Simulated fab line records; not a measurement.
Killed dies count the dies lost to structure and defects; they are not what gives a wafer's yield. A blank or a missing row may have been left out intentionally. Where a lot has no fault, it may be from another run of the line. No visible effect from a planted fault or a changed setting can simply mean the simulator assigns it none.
Lot-split experiment	flow n5Finfet	21 wafers read from 7 lots, route of 1938 steps

== SPLIT DETAILS ==
At N5_MIM_TOP_ALD_01 (deposits HfO2, target thk 5.6 nm, pulse time 1 s, purge time 3 s), the setting aldCycles was moved away from the recipe's 62 on 6 of the 21 wafers read, by -6.5% to +8.1%. This setting was run at the recipe's value on the other wafers.

The split's own step is where the reading is taken.

== THE READING ==
HfO2_of_MIM_TOP_ALD_01.thkNm (the simulator's own value, which no gauge read), in nm, at N5_MIM_TOP_ALD_01 (deposits HfO2, target thk 5.6 nm, pulse time 1 s, purge time 3 s). The file gives no usual value for it.

wafer	tool, chamber at the split	aldCycles as run	against the recipe	HfO2_of_MIM_TOP_ALD_01.thkNm, nm	against lot-mates on the recipe
L075.3	aldHk-02, 3	58	-6.5%	5.2	-0.4
L075.4	aldHk-02, 0,1	62	recipe	5.6	-
L075.6	aldHk-02, 0,1	62	recipe	5.6	-
L076.3	aldHk-02, 3,1	67	+8.1%	6	+0.4
L076.5	aldHk-02, 3,1	67	+8.1%	6	+0.4
L076.6	aldHk-02, 2	62	recipe	5.6	-
L077.1	aldHk-02, 1,0,3	62	recipe	5.6	-
L077.2	aldHk-02, 1,0,3	62	recipe	5.6	-
L077.3	aldHk-02, 1,0,3	62	recipe	5.6	-
L080.2	aldHk-02, 2,3,0	62	recipe	5.6	-
L080.3	aldHk-02, 2,3,0	62	recipe	5.6	-
L080.5	aldHk-02, 2,3,0	62	recipe	5.6	-
L081.3	aldHk-02, 1,2,1	62	recipe	5.6	-
L081.5	aldHk-02, 1,2,1	62	recipe	5.6	-
L081.6	aldHk-02, 1,2,1	62	recipe	5.6	-
L083.1	aldHk-03, 1,0	66	+6.5%	6	+0.4
L083.3	aldHk-03, 1,0	66	+6.5%	6	+0.4
L083.4	aldHk-03, 3	62	recipe	5.6	-
L093.1	aldHk-03, 3	62	recipe	5.6	-
L093.5	aldHk-03, 3	62	recipe	5.6	-
L093.4	aldHk-03, 0	65	+4.8%	6	+0.4
Where a row lists several chambers, the file gives one row for several wafers and doesn't say which wafer went through which chamber.

THE FIT
A straight line over all 21 wafers: HfO2_of_MIM_TOP_ALD_01.thkNm changes by +0.0579 nm for each +1% of aldCycles; r = +0.98; the points scatter about the line by 0.037 nm.
The same after taking each lot's own level away (the mean of its wafers on the recipe; 21 wafers): +0.0579 nm for each +1%; r = +0.98; scatter 0.037 nm.
The reading moves by 0.47 nm for the largest change in aldCycles, on that fit.
The lots' own levels span 5.60 to 5.60 nm.
The two slopes are in agreement: the lot-to-lot level therefore moves the slope only a little.
Check: with one of the wafers moved furthest among these (+8.1%) left out of the fit, the line predicts +0.488 nm for it against its lot-mates. Against them it came out at +0.4 nm.

== OTHER SPLITS APPLIED TO THESE WAFERS ==
Other splits were also applied to these wafers ahead of the reading. Each is held against what the fit with the lots' levels taken away leaves over:
other split on the same wafers	wafers away from the commonest value	r with HfO2_of_MIM_TOP_ALD_01.thkNm (lot level and that fit taken away)
N5_BEOL_M15_COAT_22 spinRpm	9	+0.13

== THE FILE'S OWN FIT ==
HfO2_of_MIM_TOP_ALD_01.thkNm changes by +0.0601 nm for each +1% of aldCycles, r = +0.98.
